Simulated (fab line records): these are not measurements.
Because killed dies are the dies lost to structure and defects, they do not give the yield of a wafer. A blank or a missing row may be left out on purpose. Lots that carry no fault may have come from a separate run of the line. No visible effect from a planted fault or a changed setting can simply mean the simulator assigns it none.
A struck lot beside a sound one | flow n5 finfet | 19 steps out of a route of 1938
Sound: these wafers, L229.3, L229.5, L229.6. Wafers struck: L244.1, L244.2, L244.4. The cause is given at the end.
At each step with rows: each side's tool, then ch and its chambers, then its first start. Under that, the readings that differ: sound wafers | struck wafers | difference of the means | sigmas: that difference in standard deviations of wafers without a fault.
alike: readings with means less than 2 such deviations apart, plus words and numbers identical on both sides. not compared: withheld readings, readings lacking a value on some wafer, bounds such as >300 that could conceal the same value, and numbers that have no deviation in the record and whose values overlap.
Wherever a step has rows on one side only, a row that says differs or no value, or a row with sigmas, the two part there. Numbers that have no deviation but don't overlap get no sigmas and don't part them. Lack of a reading on every wafer of one side parts them only where that side has two or more wafers.

N5_BEOL_M6_RS_MEAS_57: uses a four-point probe to measure.
  sound: film metro-01 at day 12 05:22; struck: film metro-02 at day 16 10:38
  alike: M6_RS
N5_BEOL_M6_INSPECT_58: inspects for defects (darkfield).
  sound: defect inspect-01 at day 12 05:24; struck: defect inspect-02 at day 16 10:40
  alike: raw defect count
N5_BEOL_M7_ILD_DEP_00: deposits SiCOH lowk from DEMS/porogen, target thk 179.75 nm, time 33.4 s.
  sound on pecvd-01 ch 0,1,2, day 12 05:26; struck on pecvd-02 ch 0,1,2, day 16 10:41
  alike: heater power w, showerhead plenum p Torr, throttle valve pct
N5_BEOL_M7_CURE_74: cures SiCOH lowk, time 240 s.
  sound on uv cure-03 ch 1, day 12 05:40; struck on uv cure-03 ch 0, day 16 10:46
  alike: lamp power pct, wafer_temp_C_max
N5_BEOL_M7_THK_MEAS_01:
  sound: film metro-01 at day 12 06:01; struck: film metro-02 at day 16 11:16
  alike: M7_ILD_THK
N5_BEOL_M7_PECVD_70: deposits SiO2 from TEOS/O2, target thk 20 nm, time 22.7 s.
  sound on pecvd-03 ch 1,2, day 12 06:04; struck on pecvd-02 ch 0,1,2, day 16 11:19
  alike: heater power w, showerhead plenum p Torr, throttle valve pct
N5_BEOL_M7_HM_DEP_02: deposits TiN, target thk 20 nm.
  sound: pvd sputter-03 at day 12 07:40; struck: pvd sputter-01 at day 16 11:51
  alike: throttle valve pct
then, 5 steps without rows for these wafers: N5_BEOL_M7_COAT_59 (time 60 s, resist thk 100 nm); N5_BEOL_M7_COAT_60 (time 60 s, resist thk 35 nm); N5_BEOL_M7_COAT_05 (resist thk 90 nm); N5_BEOL_M7_EBR_07; N5_BEOL_M7_SOFTBAKE_06 (time 60 s).
N5_BEOL_M7_EXPOSE_08: exposes mask M7.
  sound on arfi scanner-03 ch 0, day 12 08:07; struck on arfi scanner-03 ch 0, day 16 12:13
  reading                         | sound | struck         | difference | sigmas
  model.BEOL_M7.overlay x nm (nm) | 0 0 0 | 14.6 14.6 14.6 | +14.6      |
  alike: mask, focus offset nm
then, 2 steps without rows for these wafers: N5_BEOL_M7_PEB_09 (peb time 60 s); N5_BEOL_M7_DEVELOP_10 (develop time 30 s).
N5_BEOL_M7_CD_MEAS_11: the cd target is 38.5 nm.
  sound on cd sem-03 ch 0, day 12 08:14; struck on cd sem-01 ch 0, day 16 12:21
  alike: cd nm
N5_BEOL_M7_OVL_MEAS_12:
  sound on overlay-02 ch 0, day 12 08:16; struck on overlay-02 ch 0, day 16 12:23
  reading     | sound        | struck         | difference | sigmas
  M7_OVL (nm) | 1.0 -0.5 0.9 | 14.2 16.2 15.7 | +14.9      | +19
N5_BEOL_M7_INSPECT_13: inspects for defects (brightfield).
  sound: defect inspect-02 at day 12 08:17; struck: defect inspect-01 at day 16 12:24
  alike: raw defect count
-- the record jumps here: 4 days lie between the struck wafers' starts before and after (it left off in module BEOL_M7 and takes up again in module PASSIVATION, whose first step shown is number 1936 of the route) --
N5_PASSIVATION_PROBE_49:
  sound: prober-01 at day 15 19:01; struck: prober-01 at day 20 05:50
  alike: defect limited yield, killed_at_M0_to_M3, killed_at_M4_up, killed at contacts, killed at front end, killed at other, killed dies, killed on rim, killed open, killed short, sort_bin_4_leakage, sort_bin_5_function, sort_bin_6_memory, sort_bin_8_speed, sort n pass, sort yield pct

## WHERE THEY PART
Within this record, at N5_BEOL_M7_OVL_MEAS_12 only. Later steps at which nothing parts them and some readings are alike: N5_BEOL_M7_INSPECT_13, N5_PASSIVATION_PROBE_49.

WHY: what the simulator had put in
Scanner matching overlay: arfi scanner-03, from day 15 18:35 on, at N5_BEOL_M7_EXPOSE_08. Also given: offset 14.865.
